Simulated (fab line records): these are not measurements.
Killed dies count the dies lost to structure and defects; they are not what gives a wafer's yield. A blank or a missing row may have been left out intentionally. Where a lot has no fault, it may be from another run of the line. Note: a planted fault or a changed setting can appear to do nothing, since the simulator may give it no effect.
Chamber matching	flow nand-harc	4 sister chambers for NHARC_P_M2_ETCH_35 on rie-diel-03
The step etches the open film in N2/H2, target depth 40 nm, overetch 12 nm, time 43.94 s. 4 wafers are shown with their chamber, then 12 later ones without.

## WAFERS, EACH WITH ITS CHAMBER
wafer	chamber	drypump-motor-current-A (A)
L083.2	0	4.7
L090.5	1	5.4
L094.3	3	6.9
L094.6	2	6.0

## WAFERS WHOSE CHAMBER IS MISSING
wafer	drypump-motor-current-A (A)
L093.1	6.0
L093.3	6.0
L093.4	6.8
L095.3	4.8
L095.5	4.8
L095.6	5.4
L096.1	5.4
L096.2	6.9
L096.3	6.0
L097.1	6.9
L097.3	4.8
L097.4	5.4

## WHICH CHAMBER EACH WENT THROUGH
wafer	from the rows above	in truth
L093.1	2	2
L093.3	2	2
L093.4	3	3
L095.3	0	0
L095.5	0	0
L095.6	1	1
L096.1	1	1
L096.2	3	3
L096.3	2	2
L097.1	3	3
L097.3	0	0
L097.4	1	1
12 of 12 placed correctly. Left unplaced by these rows: 0. Placed wrongly: 0.
How it was worked out, from the rows above alone: a wafer's distance from a chamber is the root of the sum, over the readings, of the square of ((its reading less the chamber's mean) divided by the reading's scatter). The wafer belongs to the nearest chamber; if the next one is less than 2 further off, it can't be placed. For every chamber, the mean is computed from those of its wafers that are shown. The scatter (one wafer shown for each chamber): square how far every hidden wafer sits from the nearest shown wafer, average those squares and take the square root.
